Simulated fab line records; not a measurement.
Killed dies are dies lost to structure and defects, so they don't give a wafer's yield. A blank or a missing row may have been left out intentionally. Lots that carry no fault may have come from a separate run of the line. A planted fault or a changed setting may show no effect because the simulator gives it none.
fab line records	flow n5Finfet	part 1 of 2: steps 1 to 20 of 28
[record] lots = 5	wafers = 15	lastDay = 18
route steps=1938 shown BEOL_M7@1281
lots that met no fault: taken from a fault-free run of the same line
startH: hours from the record's first day to the start of the lot's first wafer shown	waitH: time in hours since the lot's previous step	" same as the row above	L1.1+2: a single row standing in for several wafers	- no value present, or no start provided	* or withheld: withheld	< > ~ a bound
route shown NAME@n: a module of which the file shows steps, and the number in the route of the first	usual: the fault-free wafers' mean and standard deviation	same: alike in all rows	chamber/n: place in a boat	sites: readings site by site	_std_site: how widely they spread, as a standard deviation	_edge_site: mean of outer sites minus mean of inner sites	radiusMm: how far each site lies from the wafer's centre	mask NAME#n: copy n	behind: tool/chamber where the wafer was last shaped	hold: the reason the lot was held/the length of the hold in hours/how it ended	device: the transistor (n, p or np) that didn't switch	end of line: at the end of the route, the tests of the same wafers	step lacking rows: just its recipe	killed: the dies lost at the first sort to structure and to defects; this is not the yield of the wafer	map: a wafer's dies, x killed, . not, _ none there
set.NAME: the setting the step ran with; set.NAME@STEP: the setting that earlier step ran with	model.NAME: the simulator's own value behind a step, which no gauge read
lots at some steps of the route; a table a step, a row a wafer
services: when a tool's chamber went out of use (startH, in hours from the record's first day, below 0 if earlier), for how many hours, and the reason
[[steps]]
[step N5_BEOL_M7_ETCH_62]
[recipe] chemistry = N2/H2	target = SOC	targetDepthA = 1100	overetchA = 220	maskMaterial = SiARC	tempC = 40	timeS = 165	ionEnergyEv = 200	pressureMtorr = 30	sourceW = 840	biasW = 150	n2FlowSccm = 200	h2FlowSccm = 200
[usual] drypumpMotorCurrentA = 5.6/0.47	oesProductAu = 0.69/0.065	rfVppV = 524.3/2.9	showerheadPlenumPTorr = 2.56/0.1	throttleValvePct = 17.76/0.27
lot.wafer	tool	chamber	startH	waitH	drypumpMotorCurrentA	oesProductAu	rfHoursCounterH	rfVppV	showerheadPlenumPTorr	throttleValvePct
L075.2	rieDiel-02	3	232.34	0.0	6.2	0.69	94	525.4	2.57	17.42
L075.3	"	2	"	"	5.4	0.79	21	524.6	2.60	17.61
L075.4	"	0	"	"	5.6	0.75	30	525.4	2.59	17.88
L074.3	rieDiel-02	2	232.60	0.0	5.4	0.78	21	523.9	2.60	17.61
L074.4	"	0	"	"	5.6	0.74	30	526.3	2.59	17.86
L074.6	"	1	"	"	4.9	0.75	-	522.3	2.48	17.49
L082.1	rieDiel-04	1	294.05	0.0	5.5	0.62	171	524.2	2.55	17.97
L082.3	"	3	"	"	6.4	0.64	156	518.0	2.33	17.66
L082.6	"	3	"	"	6.5	0.63	-	519.4	2.33	17.65
L086.1	rieDiel-01	2	294.25	0.0	6.1	0.76	26	527.8	2.71	17.37
L086.3	"	3	"	"	5.4	0.61	220	526.7	2.63	18.22
L086.5	"	0	"	"	6.1	0.61	-	526.2	2.62	17.99
L094.3	rieDiel-04	0	357.54	0.0	5.1	0.66	118	520.7	2.45	18.00
L094.5	"	2	"	"	6.0	0.79	-	526.4	2.60	17.41
L094.6	"	1	"	"	5.5	0.61	-	523.3	2.54	18.01
[step N5_BEOL_M7_STRIP_68]
[recipe] chemistry = N2/H2	tempC = 40	n2FlowSccm = 200	h2FlowSccm = 200	rfFrequencyHz = 6e+07
lot.wafer	tool	chamber	startH	waitH
L075.2+3+4	rieDiel-02	3,2,0	232.48	0.1
L074.3+4+6	rieDiel-02	2,0,1	232.73	0.1
L082.1+3+6	rieDiel-04	1,3,3	294.19	0.1
L086.1+3+5	rieDiel-01	2,3,0	294.39	0.1
L094.3+5+6	rieDiel-04	0,2,1	357.68	0.1
[step N5_BEOL_M7_STRIP_67]
[recipe] chemistry = CF4	resist = SiARC	powerW = 300	biasPowerW = 75	pressureMtorr = 50	cf4FlowSccm = 150	rfFrequencyHz = 6e+07
[usual] drypumpMotorCurrentA = 5.6/0.47	oesProductAu = 0.81/0.077	rfVppV = 271.3/1.7	showerheadPlenumPTorr = 1.80/0.066	throttleValvePct = 13.50/0.24
lot.wafer	tool	chamber	startH	waitH	drypumpMotorCurrentA	oesProductAu	rfHoursCounterH	rfVppV	showerheadPlenumPTorr	throttleValvePct
L075.2	rieDiel-02	3	232.49	0.0	6.1	0.82	94	271.3	1.80	13.20
L075.3	"	2	"	"	5.4	0.92	21	271.7	1.83	13.31
L075.4	"	0	"	"	5.6	0.88	30	271.0	1.83	13.60
L074.3	rieDiel-02	2	232.74	0.0	5.4	0.94	21	270.8	1.83	13.29
L074.4	"	0	"	"	5.6	0.88	30	270.6	1.83	13.60
L074.6	"	1	"	"	4.8	0.89	-	269.5	1.76	13.33
L082.1	rieDiel-04	1	294.20	0.0	5.5	0.74	171	271.2	1.79	13.57
L082.3	"	3	"	"	6.5	0.76	156	268.4	1.65	13.51
L082.6	"	3	"	"	6.5	0.75	-	267.9	1.65	13.51
L086.1	rieDiel-01	2	294.40	0.0	6.0	0.89	26	273.4	1.90	13.14
L086.3	"	3	"	"	5.4	0.72	220	272.3	1.84	13.89
L086.5	"	0	"	"	6.1	0.72	-	271.3	1.84	13.73
L094.3	rieDiel-04	0	357.69	0.0	5.1	0.78	118	269.2	1.74	13.73
L094.5	"	2	"	"	5.9	0.94	-	271.7	1.83	13.13
L094.6	"	1	"	"	5.4	0.72	-	273.1	1.78	13.62
[step N5_BEOL_M7_HM_OPEN_17]
[recipe] chemistry = Cl2/BCl3	targetDepthA = 200	overetchA = 60	target = TiN	maskMaterial = SOC	ionEnergyEv = 150	pressureMtorr = 10	icpW = 1000	biasW = 126	Cl2_flow_sccm = 53.25	bcl3FlowSccm = 21.75	Ar_flow_sccm = 25
[usual] drypumpMotorCurrentA = 5.73/0.28	mfcCl2Sccm = 53.24/0.15	oesProductAu = 0.68/0.092	throttleValvePct = 22.06/0.27
lot.wafer	tool	chamber	startH	waitH	drypumpMotorCurrentA	mfcCl2Sccm	oesProductAu	rfHoursCounterH	throttleValvePct
L075.2	rieMetal-03	0	232.53	0.0	6.06	53.29	0.74	19	22.20
L075.3	"	0	"	"	6.05	53.43	0.74	-	22.21
L075.4	"	1	"	"	5.45	53.24	0.66	-	22.37
L074.3	rieMetal-02	0	232.85	0.1	5.64	52.96	0.60	-	21.65
L074.4	"	0	"	"	5.66	53.03	0.59	-	21.66
L074.6	"	0	"	"	5.64	53.20	0.60	-	21.67
L082.1	rieMetal-01	0	294.24	0.0	5.92	53.29	0.59	69	22.12
L082.3	"	0	"	"	5.91	53.14	0.59	-	22.14
L082.6	"	0	"	"	5.92	53.27	0.59	-	22.11
L086.1	rieMetal-02	0	294.44	0.0	5.68	53.02	0.59	87	21.68
L086.3	"	0	"	"	5.66	53.01	0.58	-	21.67
L086.5	"	0	"	"	5.66	53.12	0.59	-	21.66
L094.3	rieMetal-02	0	357.86	0.2	5.67	53.31	0.58	-	21.69
L094.5	"	0	"	"	5.66	53.20	0.57	-	21.68
L094.6	"	0	"	"	5.66	53.12	0.56	-	21.69
[step N5_BEOL_M7_STRIP_19]
[recipe] chemistry = O2	powerW = 400	tempC = 40	pressureMtorr = 30	rfFrequencyHz = 6e+07	biasPowerW = 0	overashFraction = 0.2	o2FlowSccm = 225
[usual] drypumpMotorCurrentA = 5.6/0.47	oesProductAu = 0.81/0.072	rfVppV = 3.7/0.62	showerheadPlenumPTorr = 2.10/0.082	throttleValvePct = 16.60/0.19
lot.wafer	tool	chamber	startH	waitH	drypumpMotorCurrentA	oesProductAu	rfHoursCounterH	rfVppV	showerheadPlenumPTorr	throttleValvePct
L075.2	rieDiel-04	0	232.73	0.2	5.1	0.83	74	3.5	2.02	16.71
L075.3	"	3	"	"	6.4	0.77	135	3.9	1.93	16.55
L075.4	"	2	"	"	6.0	0.69	237	3.1	2.16	16.68
L074.3	rieDiel-04	2	233.00	0.1	6.0	0.68	237	4.3	2.16	16.68
L074.4	"	1	"	"	5.5	0.76	153	4.0	2.09	16.56
L074.6	"	0	"	"	5.1	0.82	-	4.1	2.02	16.66
L082.1	rieDiel-04	0	294.35	0.1	5.1	0.80	95	2.7	2.02	16.71
L082.3	"	3	"	"	6.4	0.76	156	2.7	1.92	16.58
L082.6	"	1	"	"	5.5	0.74	-	4.6	2.08	16.61
L086.1	rieDiel-02	2	294.55	0.1	5.4	0.90	39	3.9	2.14	16.50
L086.3	"	3	"	"	6.2	0.80	111	3.2	2.12	16.41
L086.5	"	2	"	"	5.4	0.90	-	4.5	2.14	16.49
L094.3	rieDiel-02	0	358.00	0.1	5.6	0.84	65	4.1	2.13	16.83
L094.5	"	3	"	"	6.2	0.79	-	3.4	2.11	16.42
L094.6	"	2	"	"	5.4	0.87	-	4.3	2.13	16.52
[step N5_BEOL_M7_CD_MEAS_18]
[recipe] pitchNm = 80	targetCdNm = 40
[usual] cdNm = 39.9/0.46
lot.wafer	tool	chamber	startH	waitH	cdNm
L075.2	cdSem-02	-	232.80	0.1	39.6
L075.3	"	-	"	"	39.8
L075.4	"	-	"	"	39.2
L074.3	cdSem-03	-	233.07	0.1	39.9
L074.4	"	-	"	"	40.2
L074.6	"	-	"	"	40.4
L082.1	cdSem-02	-	294.42	0.0	40.0
L082.3	"	-	"	"	40.1
L082.6	"	-	"	"	39.7
L086.1	cdSem-01	-	294.62	0.0	40.7
L086.3	"	-	"	"	39.5
L086.5	"	-	"	"	39.5
L094.3	cdSem-01	-	358.07	0.1	40.0
L094.5	"	-	"	"	40.0
L094.6	"	-	"	"	40.5
[step N5_BEOL_M7_COAT_63]
[recipe] resist = SOC	tempC = 250	timeS = 60	spinRpm = 1500	resistThkNm = 60
[usual] heaterPowerTotalW = 500.5/1.8
lot.wafer	tool	chamber	startH	waitH	heaterPowerTotalW
L075.2	lithoTrack-03	0	234.20	1.4	499.1
L075.3	"	0	"	"	502.9
L075.4	"	0	"	"	501.9
L074.3	lithoTrack-03	0	234.23	1.2	497.6
L074.4	"	0	"	"	500.4
L074.6	"	0	"	"	501.8
L082.1	lithoTrack-05	0	295.86	1.4	501.4
L082.3	"	0	"	"	503.2
L082.6	"	0	"	"	499.8
L086.1	lithoTrack-01	0	296.24	1.6	499.0
L086.3	"	0	"	"	497.5
L086.5	"	0	"	"	500.8
L094.3	lithoTrack-03	0	360.17	2.1	501.2
L094.5	"	0	"	"	502.5
L094.6	"	0	"	"	497.7
[step N5_BEOL_M7_COAT_64]
[recipe] resist = SiARC	tempC = 220	timeS = 60	spinRpm = 1500	resistThkNm = 12
[usual] heaterPowerTotalW = 427.7/2.1
lot.wafer	tool	chamber	startH	waitH	heaterPowerTotalW
L075.2	lithoTrack-03	0	-	-	428.0
L075.3	"	0	"	"	424.7
L075.4	"	0	"	"	431.0
L074.3	lithoTrack-03	0	-	-	427.2
L074.4	"	0	"	"	427.4
L074.6	"	0	"	"	425.2
L082.1	lithoTrack-05	0	-	-	425.8
L082.3	"	0	"	"	430.3
L082.6	"	0	"	"	427.7
L086.1	lithoTrack-01	0	-	-	428.3
L086.3	"	0	"	"	429.4
L086.5	"	0	"	"	430.6
L094.3	lithoTrack-03	0	-	-	430.6
L094.5	"	0	"	"	426.2
L094.6	"	0	"	"	428.2
[step N5_BEOL_M7_COAT_71]
[recipe] resist = underlayer	tempC = 205	timeS = 60	spinRpm = 1500	resistThkNm = 5
[usual] heaterPowerTotalW = 391.7/1.3
lot.wafer	tool	chamber	startH	waitH	heaterPowerTotalW
L075.2	lithoTrack-03	0	-	-	390.3
L075.3	"	0	"	"	391.3
L075.4	"	0	"	"	390.1
L074.3	lithoTrack-03	0	-	-	391.4
L074.4	"	0	"	"	393.4
L074.6	"	0	"	"	393.2
L082.1	lithoTrack-05	0	-	-	391.5
L082.3	"	0	"	"	391.9
L082.6	"	0	"	"	389.4
L086.1	lithoTrack-01	0	-	-	391.3
L086.3	"	0	"	"	391.1
L086.5	"	0	"	"	393.2
L094.3	lithoTrack-03	0	-	-	389.6
L094.5	"	0	"	"	390.0
L094.6	"	0	"	"	389.5
[step N5_BEOL_M7_COAT_22]
[recipe] resist = CAR-EUV	spinRpm = 1500	resistThkNm = 30
lot.wafer	tool	chamber	startH	waitH
L075.2+3+4	lithoTrack-03	0	-	-
L074.3+4+6	lithoTrack-03	0	-	-
L082.1+3+6	lithoTrack-05	0	-	-
L086.1+3+5	lithoTrack-01	0	-	-
L094.3+5+6	lithoTrack-03	0	-	-
[step N5_BEOL_M7_EBR_24]
[recipe] solvent = PGMEA	ebrWidthMm = 1.5
lot.wafer	tool	chamber	startH	waitH
L075.2+3+4	lithoTrack-03	0	-	-
L074.3+4+6	lithoTrack-03	0	-	-
L082.1+3+6	lithoTrack-05	0	-	-
L086.1+3+5	lithoTrack-01	0	-	-
L094.3+5+6	lithoTrack-03	0	-	-
[step N5_BEOL_M7_SOFTBAKE_23]
[recipe] tempC = 110	timeS = 60	resist = CAR-EUV
[usual] heaterPowerTotalW = 175.4/1.6
lot.wafer	tool	chamber	startH	waitH	heaterPowerTotalW
L075.2	lithoTrack-03	0	-	-	176.6
L075.3	"	0	"	"	177.6
L075.4	"	0	"	"	173.1
L074.3	lithoTrack-03	0	-	-	173.6
L074.4	"	0	"	"	174.2
L074.6	"	0	"	"	177.5
L082.1	lithoTrack-05	0	-	-	176.5
L082.3	"	0	"	"	173.2
L082.6	"	0	"	"	173.1
L086.1	lithoTrack-01	0	-	-	177.6
L086.3	"	0	"	"	176.0
L086.5	"	0	"	"	177.0
L094.3	lithoTrack-03	0	-	-	175.7
L094.5	"	0	"	"	175.6
L094.6	"	0	"	"	175.6
[step N5_BEOL_M7_EXPOSE_25]
[recipe] maskId = V6	na = 0.33	sourceShape = annular	sigmaInner = 0.4	sigmaOuter = 0.8	polarization = unpolarized	targetCdNm = 40	doseMj = 42.5
lot.wafer	tool	chamber	startH	waitH	mask
L075.2+3+4	euvScanner-02	0	234.34	-	V6#0
L074.3+4+6	euvScanner-02	0	234.71	-	V6#0
L082.1+3+6	euvScanner-01	0	296.17	-	V6#0
L086.1+3+5	euvScanner-02	0	296.50	-	V6#0
L094.3+5+6	euvScanner-01	0	360.33	-	V6#0
[step N5_BEOL_M7_PEB_26]
[recipe] pebTempC = 100	pebTimeS = 60	resist = CAR-EUV
[usual] heaterPowerTotalW = 154.0/1
lot.wafer	tool	chamber	startH	waitH	heaterPowerTotalW
L075.2	lithoTrack-01	0	234.40	0.1	152.8
L075.3	"	0	"	"	152.4
L075.4	"	0	"	"	153.0
L074.3	lithoTrack-05	0	234.76	0.0	154.4
L074.4	"	0	"	"	152.7
L074.6	"	0	"	"	153.3
L082.1	lithoTrack-03	0	296.23	0.1	155.0
L082.3	"	0	"	"	152.6
L082.6	"	0	"	"	152.5
L086.1	lithoTrack-01	0	296.57	0.1	152.8
L086.3	"	0	"	"	155.5
L086.5	"	0	"	"	152.7
L094.3	lithoTrack-01	0	360.39	0.0	155.3
L094.5	"	0	"	"	155.6
L094.6	"	0	"	"	155.4
[step N5_BEOL_M7_DEVELOP_27]
[recipe] developTimeS = 30	developer = TMAH	resist = CAR-EUV	rinseLiquid = surfactantRinse	dry = airSpin	devTempC = 23
lot.wafer	tool	chamber	startH	waitH
L075.2+3+4	lithoTrack-01	0	-	-
L074.3+4+6	lithoTrack-05	0	-	-
L082.1+3+6	lithoTrack-03	0	-	-
L086.1+3+5	lithoTrack-01	0	-	-
L094.3+5+6	lithoTrack-01	0	-	-
[step N5_BEOL_M7_CD_MEAS_28]
[recipe] targetCdNm = 40	landingEnergyEv = 500	detector = seInlens
[usual] cdNm = 39.96/0.22
lot.wafer	tool	chamber	startH	waitH	cdNm
L075.2	cdSem-03	0	234.47	-	40.04
L075.3	"	0	"	"	40.09
L075.4	"	0	"	"	40.05
L074.3	cdSem-03	0	234.83	-	39.93
L074.4	"	0	"	"	40.16
L074.6	"	0	"	"	39.70
L082.1	cdSem-01	0	296.30	-	40.15
L082.3	"	0	"	"	39.94
L082.6	"	0	"	"	39.94
L086.1	cdSem-02	0	296.64	-	40.25
L086.3	"	0	"	"	40.04
L086.5	"	0	"	"	39.94
L094.3	cdSem-03	0	360.45	-	40.16
L094.5	"	0	"	"	40.08
L094.6	"	0	"	"	39.86
[step N5_BEOL_M7_OVL_MEAS_29]
[recipe] pointsPerWafer = 522
[usual] V6_OVL = 0.0/0.73
lot.wafer	tool	chamber	startH	waitH	V6_OVL[nm]
L075.2	overlay-02	0	234.50	0.0	-0.4
L075.3	"	0	"	"	-1.1
L075.4	"	0	"	"	-0.5
L074.3	overlay-02	0	234.87	0.0	-0.4
L074.4	"	0	"	"	-0.1
L074.6	"	0	"	"	-0.4
L082.1	overlay-01	0	296.33	0.0	-0.7
L082.3	"	0	"	"	1.5
L082.6	"	0	"	"	0.8
L086.1	overlay-02	0	296.67	0.0	-0.1
L086.3	"	0	"	"	1.3
L086.5	"	0	"	"	0.0
L094.3	overlay-01	0	360.49	0.0	0.2
L094.5	"	0	"	"	1.0
L094.6	"	0	"	"	0.2
[step N5_BEOL_M7_INSPECT_30]
[recipe] mode = adi	inspectInstrument = brightfield
[usual] rawDefectCount = 492/120
lot.wafer	tool	chamber	startH	waitH	rawDefectCount
L075.2	defectInspect-01	-	234.56	0.0	627
L075.3	"	-	"	"	645
L075.4	"	-	"	"	478
L074.3	defectInspect-01	-	234.92	0.0	749
L074.4	"	-	"	"	490
L074.6	"	-	"	"	628
L082.1	defectInspect-02	-	296.39	0.1	459
L082.3	"	-	"	"	386
L082.6	"	-	"	"	360
L086.1	defectInspect-02	-	296.73	0.1	305
L086.3	"	-	"	"	244
L086.5	"	-	"	"	340
L094.3	defectInspect-02	-	360.54	0.0	383
L094.5	"	-	"	"	452
L094.6	"	-	"	"	254
[step N5_BEOL_M7_DESCUM_33]
[recipe] chemistry = O2	timeS = 7	sourcePowerW = 50	biasPowerW = 20	pressureMtorr = 20	rfFrequencyHz = 2.712e+07	tempC = 40	resist = CAR-EUV	o2FlowSccm = 225
[usual] drypumpMotorCurrentA = 5.7/0.46	oesProductAu = 0.82/0.085	rfVppV = 243.4/1.7	showerheadPlenumPTorr = 2.11/0.091	throttleValvePct = 20.35/0.22
lot.wafer	tool	chamber	startH	waitH	drypumpMotorCurrentA	oesProductAu	rfHoursCounterH	rfVppV	showerheadPlenumPTorr	throttleValvePct
L075.2	rieDiel-01	2	234.59	0.0	6.0	0.96	5	246.9	2.24	19.97
L075.3	"	0	"	"	6.1	0.73	194	244.4	2.17	20.57
L075.4	"	1	"	"	5.8	0.90	-	244.7	2.22	20.52
L074.3	rieDiel-02	0	235.41	0.5	5.6	0.89	31	243.4	2.14	20.58
L074.4	"	3	"	"	6.2	0.83	94	243.0	2.12	20.12
L074.6	"	0	"	"	5.6	0.89	-	244.0	2.14	20.59
L082.1	rieDiel-02	1	296.89	0.5	4.9	0.87	50	242.5	2.03	20.17
L082.3	"	2	"	"	5.4	0.89	40	244.0	2.13	20.26
L082.6	"	1	"	"	4.9	0.86	-	244.4	2.03	20.16
L086.1	rieDiel-01	3	297.30	0.6	5.4	0.69	221	243.6	2.16	20.74
L086.3	"	1	"	"	5.8	0.86	56	245.0	2.21	20.52
L086.5	"	1	"	"	5.8	0.85	-	245.6	2.21	20.53
L094.3	rieDiel-04	2	360.72	0.2	5.9	0.95	18	243.5	2.14	20.01
L094.5	"	3	"	"	6.4	0.74	-	239.6	1.91	20.31
L094.6	"	0	"	"	5.1	0.78	-	241.0	2.00	20.54
[step N5_BEOL_M7_ETCH_72]
[recipe] chemistry = N2/H2	target = underlayer	targetDepthA = 65	maskMaterial = CAR-EUV	timeS = 5.2	ionEnergyEv = 200	pressureMtorr = 30	sourceW = 840	biasW = 150	n2FlowSccm = 200	h2FlowSccm = 200	ends = cleared
[usual] drypumpMotorCurrentA = 5.7/0.46	etchRfOnTimeS = 5.20/0.09	oesProductAu = 0.69/0.073	rfVppV = 524/3.2	showerheadPlenumPTorr = 2.56/0.11	throttleValvePct = 17.78/0.25
lot.wafer	tool	chamber	startH	waitH	drypumpMotorCurrentA	etchRfOnTimeS	oesProductAu	rfHoursCounterH	rfVppV	showerheadPlenumPTorr	throttleValvePct
L075.2	rieDiel-01	2	234.63	0.0	6.0	5.21	0.80	5	528	2.72	17.39
L075.3	"	0	"	"	6.1	5.31	0.61	194	526	2.63	17.97
L075.4	"	1	"	"	5.8	5.19	0.76	-	530	2.70	17.93
L074.3	rieDiel-02	0	235.44	0.0	5.6	5.21	0.74	31	526	2.59	17.88
L074.4	"	3	"	"	6.2	5.05	0.71	94	525	2.56	17.42
L074.6	"	0	"	"	5.6	5.15	0.76	-	526	2.59	17.89
L082.1	rieDiel-02	1	296.92	0.0	4.9	5.24	0.73	50	522	2.47	17.57
L082.3	"	2	"	"	5.4	5.06	0.77	40	527	2.59	17.66
L082.6	"	1	"	"	4.9	5.25	0.74	-	520	2.47	17.53
L086.1	rieDiel-01	3	297.34	0.0	5.4	5.36	0.59	221	526	2.63	18.25
L086.3	"	1	"	"	5.8	5.16	0.74	56	529	2.69	17.98
L086.5	"	1	"	"	5.8	5.23	0.72	-	527	2.69	17.97
L094.3	rieDiel-04	2	360.75	0.0	6.0	5.14	0.80	18	526	2.60	17.46
L094.5	"	3	"	"	6.4	5.21	0.61	-	518	2.32	17.74
L094.6	"	0	"	"	5.1	5.28	0.64	-	522	2.45	18.05
